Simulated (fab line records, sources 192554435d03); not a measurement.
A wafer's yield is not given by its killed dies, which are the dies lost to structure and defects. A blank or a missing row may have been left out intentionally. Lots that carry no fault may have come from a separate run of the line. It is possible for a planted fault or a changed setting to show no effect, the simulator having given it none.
Comparing a struck lot with a sound one :: flow n5_finfet :: 15 out of 1938 route steps
Sound: wafers L572.1, L572.4, L572.5. The struck wafers were L583.2, L583.4. The cause is named last.
At each step with rows: each side's tool, then ch and its chambers, then its first start. Under that, the readings that differ: sound wafers :: struck wafers :: difference of the means :: sigmas: that difference in standard deviations of wafers without a fault.
alike: readings whose means differ by less than 2 such deviations, and words and numbers that are the same on both sides. not compared: withheld readings, readings that some wafer has no value for, bounds like >300 that may hide the same value, and numbers for which the record gives no deviation and whose values overlap.
Wherever a step has rows on one side only, a row that says differs or no value, or a row with sigmas, the two part there. When numbers do not overlap yet have no deviation, they are printed without sigmas and do not part them. Lack of a reading on every wafer of one side parts them only where that side has two or more wafers.

N5_BEOL_M8_CURE_75: cures SiCOH lowk, time 120 s.
  sound on uv_cure-01 ch 0, day 11 18:05; struck on uv_cure-01 ch 2, day 15 04:28
  alike: lamp_power_pct, wafer_temp_C_max
N5_BEOL_M8_DEGAS_44: time 60 s.
  sound on pvd_sputter-03, day 11 18:37; struck on pvd_sputter-01, day 15 05:07
reading: heater_power_w (W)
sound: 295 281 301
struck: 353 359
difference: +64
sigmas: +2
then, 2 steps without rows for these wafers: N5_BEOL_M8_PRE_CLEAN_45 (time 30 s); N5_BEOL_M8_ALD_77 (deposits TaN, target thk 2 nm, pulse time 2 s, purge time 3 s).
N5_BEOL_M8_SURFACE_TREAT_79:
  sound on pvd_sputter-02, day 11 20:18; struck on pvd_sputter-01, day 15 05:34
  not compared: throttle_valve_pct
then, 3 steps without rows for these wafers: N5_BEOL_M8_CVD_78 (deposits Co from CCTBA/H2, target thk 2 nm, time 142.3 s); N5_BEOL_M8_SPUTTER_48 (material Cu, target thk 10 nm, time 1.667 s); N5_BEOL_M8_ECD_50 (material Cu, target thk 300 nm).
N5_BEOL_M8_ANNEAL_51: time 90 s.
  sound on rtp_anneal-01 ch 0, day 11 20:46; struck on rtp_anneal-02 ch 0, day 15 06:32
  alike: wafer_temp_C_max
N5_BEOL_M8_CMP_52: polishes, stops on SiCOH lowk, t overpolish 6.9 s, target thk 80 nm.
  sound on cmp-03 ch 1,2,3, day 11 21:08; struck on cmp-03 ch 0,1, day 15 06:47
  alike: barrier_field_endpoint_s, motor_current_A, overpolish_run_s, platen_rpm, time_to_endpoint_s
N5_BEOL_M8_THK_MEAS_53: measures by xrf.
  sound on film_metro-02, day 11 21:21; struck on film_metro-01, day 15 07:05
  alike: M8_THK
then, 1 step without rows for these wafers: N5_BEOL_M8_PRE_CLEAN_55 (time 15 s).
N5_BEOL_M8_DEP_56: deposits SiCN from 3MS/NH3, target thk 10 nm, time 17.5 s.
  sound on pecvd-03 ch 1,2, day 11 21:25; struck on pecvd-03 ch 0,1, day 15 07:08
reading: model.SiCN_of_BEOL_M8_DEP_56.thk_nm (nm)
sound: 10.2 10.4 10.6
struck: 6.6 6.4
difference: -3.9
sigmas: 
  alike: showerhead_plenum_p_Torr, throttle_valve_pct
N5_BEOL_M8_RS_MEAS_57: measurement is done with a four-point probe.
  sound on film_metro-01, day 11 21:29; struck on film_metro-01, day 15 07:13
  alike: M8_RS
-- record jumps: 2 days separate the struck wafers' starts on either side; left off in module BEOL_M8, taken up again in module PASSIVATION, whose first shown step is the route's number 1936 --
N5_PASSIVATION_PROBE_49:
  record: rows for the struck wafers here (prober-02, day 17 18:10), none for the sound ones

== WHERE THEY PART ==
At N5_BEOL_M8_DEGAS_44 first; at N5_PASSIVATION_PROBE_49 last (within this record only).

WHY: what had been put in by the simulator
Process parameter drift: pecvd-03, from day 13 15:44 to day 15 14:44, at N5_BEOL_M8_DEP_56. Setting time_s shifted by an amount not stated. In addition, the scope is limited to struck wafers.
